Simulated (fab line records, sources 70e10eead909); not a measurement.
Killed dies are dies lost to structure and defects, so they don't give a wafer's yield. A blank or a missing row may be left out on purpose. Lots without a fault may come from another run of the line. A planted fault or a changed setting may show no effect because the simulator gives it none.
Chamber matching | flow nand_harc | NHARC_P_ZERO_WELL_DESCUM_26 on rie_diel-13: 4 sister chambers
The step chemistry O2, time 3 s. 8 wafers are shown with their chamber, then 9 later ones without.

WAFERS WITH THEIR CHAMBER
wafer  | chamber | drypump_motor_current_A (A) | showerhead_plenum_p_Torr (Torr)
L078.4 | 3       | 5.9                         | 1.97
L080.2 | 0       | 5.3                         | 1.99
L080.5 | 3       | 5.9                         | 1.97
L086.5 | 1       | 5.9                         | 2.06
L086.6 | 0       | 5.2                         | 1.98
L088.1 | 2       | 5.5                         | 1.95
L088.3 | 1       | 5.9                         | 2.06
L088.6 | 2       | 5.5                         | 1.95

WAFERS WITHOUT THEIR CHAMBER
wafer  | drypump_motor_current_A (A) | showerhead_plenum_p_Torr (Torr)
L093.1 | 5.9                         | 1.95
L093.5 | 5.5                         | 1.95
L093.6 | 5.3                         | 1.97
L095.2 | 5.3                         | 1.97
L095.4 | 5.9                         | 2.05
L095.5 | 5.3                         | 1.97
L096.2 | 5.9                         | 1.95
L096.3 | 5.3                         | 1.97
L096.4 | 5.9                         | 2.05

WHICH CHAMBER EACH WENT THROUGH
wafer  | from the rows above | in truth
L093.1 | 3                   | 3
L093.5 | 2                   | 2
L093.6 | 0                   | 0
L095.2 | 0                   | 0
L095.4 | 1                   | 1
L095.5 | 0                   | 0
L096.2 | 3                   | 3
L096.3 | 0                   | 0
L096.4 | 1                   | 1
Placed correctly: 9 of 9. Can't be placed from these rows: 0. Placed wrongly: 0.
How it was worked out, from the rows above alone: a wafer's distance from a chamber is the root of the sum, over the readings, of the square of ((its reading less the chamber's mean) divided by the reading's scatter). The wafer belongs to the nearest chamber; if the next one is less than 2 further off, it can't be placed. A chamber's mean is the mean of its shown wafers. The scatter: the root of (the sum of the squares of (reading less its chamber's mean) over the shown wafers, divided by (wafers less chambers)).
